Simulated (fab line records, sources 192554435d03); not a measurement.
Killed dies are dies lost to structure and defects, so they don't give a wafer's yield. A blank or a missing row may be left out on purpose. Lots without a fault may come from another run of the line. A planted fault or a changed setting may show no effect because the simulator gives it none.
Chamber matching | flow n5_finfet | N5_ILD0_LINER_00 on ald_sin-04: 4 sister chambers
The step material SiNx, target thk 4 nm, pulse time 1 s, purge time 2 s. 16 wafers are shown with their chamber, then 8 later ones without.

WAFERS WITH THEIR CHAMBER
wafer  | chamber | heater_power_w (W) | precursor_pulse_height_rel
L078.1 | 1       | 709                | 1.020
L078.2 | 0       | 772                | 1.020
L078.6 | 2       | 878                | 1.007
L079.2 | 3       | 864                | 1.002
L079.3 | 2       | 861                | 1.026
L079.6 | 1       | 721                | 1.009
L080.1 | 3       | 891                | 0.999
L080.2 | 2       | 881                | 1.014
L080.3 | 1       | 718                | 0.998
L080.4 | 0       | 760                | 1.008
L080.5 | 1       | 719                | 1.033
L080.6 | 2       | 887                | 0.987
L082.1 | 1       | 703                | 1.013
L082.3 | 0       | 766                | 0.965
L082.4 | 3       | 868                | 1.012
L087.3 | 2       | 889                | 0.990

SIGNATURES (means of the wafers above)
reading                    | chamber 0 | chamber 1 | chamber 2 | chamber 3 | scatter within a chamber
heater_power_w             | 766.00    | 714.00    | 879.20    | 874.33    | 10.1
precursor_pulse_height_rel | 0.99767   | 1.01460   | 1.00480   | 1.00433   | 0.0171
Rule: a wafer's distance from a chamber is the root of the sum, over the readings, of the square of ((its reading less the chamber's mean) divided by the reading's scatter). The wafer belongs to the nearest chamber; if the next one is less than 2 further off, it can't be placed. The scatter: the root of (the sum of the squares of (reading less its chamber's mean) over the shown wafers, divided by (wafers less chambers)).

WAFERS WITHOUT THEIR CHAMBER
wafer  | heater_power_w (W) | precursor_pulse_height_rel
L087.5 | 725                | 1.029
L087.6 | 747                | 1.006
L091.1 | 876                | 0.999
L091.2 | 732                | 1.010
L091.6 | 750                | 1.001
L093.1 | 860                | 1.010
L093.3 | 717                | 1.032
L093.4 | 775                | 1.004

WHICH CHAMBER EACH WENT THROUGH
wafer  | from the rows above     | in truth
L087.5 | 1                       | 1
L087.6 | can't be placed: 0 or 1 | 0
L091.1 | can't be placed: 3 or 2 | 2
L091.2 | can't be placed: 1 or 0 | 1
L091.6 | 0                       | 0
L093.1 | can't be placed: 3 or 2 | 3
L093.3 | 1                       | 1
L093.4 | 0                       | 0
Placed correctly: 4 of 8. Can't be placed from these rows: 4 (the true chamber is among the candidates in 4). Placed wrongly: 0.
